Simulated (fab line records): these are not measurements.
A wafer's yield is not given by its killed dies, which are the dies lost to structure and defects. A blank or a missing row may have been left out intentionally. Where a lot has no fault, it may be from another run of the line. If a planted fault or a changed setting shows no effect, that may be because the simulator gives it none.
Matching of chambers | flow nand_harc | NHARC_A_STAIRCASE_CMP_152 on cmp-01: 4 sister chambers
The step polishes. 16 wafers are shown with their chamber, then 8 later ones without.

## WAFERS PAIRED WITH THEIR CHAMBERS
wafer  | chamber | motor_current_A (A)
L544.1 | 1       | 13.8
L544.3 | 0       | 11.9
L544.6 | 0       | 11.7
L545.3 | 0       | 11.8
L545.5 | 3       | 13.0
L545.6 | 0       | 12.2
L549.1 | 1       | 14.2
L549.4 | 0       | 11.9
L549.6 | 2       | 12.4
L551.2 | 3       | 12.7
L551.3 | 1       | 14.3
L551.4 | 2       | 13.5
L552.3 | 1       | 14.0
L552.4 | 3       | 13.0
L552.6 | 2       | 13.0
L558.1 | 1       | 13.8

SIGNATURES, as means of the wafers listed above
reading         | chamber 0 | chamber 1 | chamber 2 | chamber 3 | scatter within a chamber
motor_current_A | 11.900    | 14.020    | 12.967    | 12.900    | 0.291
Rule: for a wafer and a chamber, the distance is found by dividing, reading by reading, the gap between the wafer's reading and the chamber's mean by the reading's scatter, squaring, summing and taking the root. The wafer belongs to the nearest chamber; if the next one is less than 2 further off, it can't be placed. The scatter: the root of (the sum of the squares of (reading less its chamber's mean) over the shown wafers, divided by (wafers less chambers)).

## WAFERS WITH NO CHAMBER GIVEN
wafer  | motor_current_A (A)
L558.4 | 13.4
L558.6 | 11.9
L563.1 | 12.9
L563.2 | 12.5
L563.5 | 11.6
L567.1 | 11.7
L567.5 | 13.0
L567.6 | 12.7

## WHICH CHAMBER EACH WENT THROUGH
wafer  | from the rows above          | in truth
L558.4 | can't be placed: 2 or 3 or 1 | 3
L558.6 | 0                            | 0
L563.1 | can't be placed: 3 or 2      | 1
L563.2 | can't be placed: 3 or 2 or 0 | 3
L563.5 | 0                            | 0
L567.1 | 0                            | 0
L567.5 | can't be placed: 2 or 3      | 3
L567.6 | can't be placed: 3 or 2      | 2
Correct placement for 3 of the 8. Unplaceable from these rows: 5, with the true chamber sitting among the candidates in 4. Wrongly placed: 0.
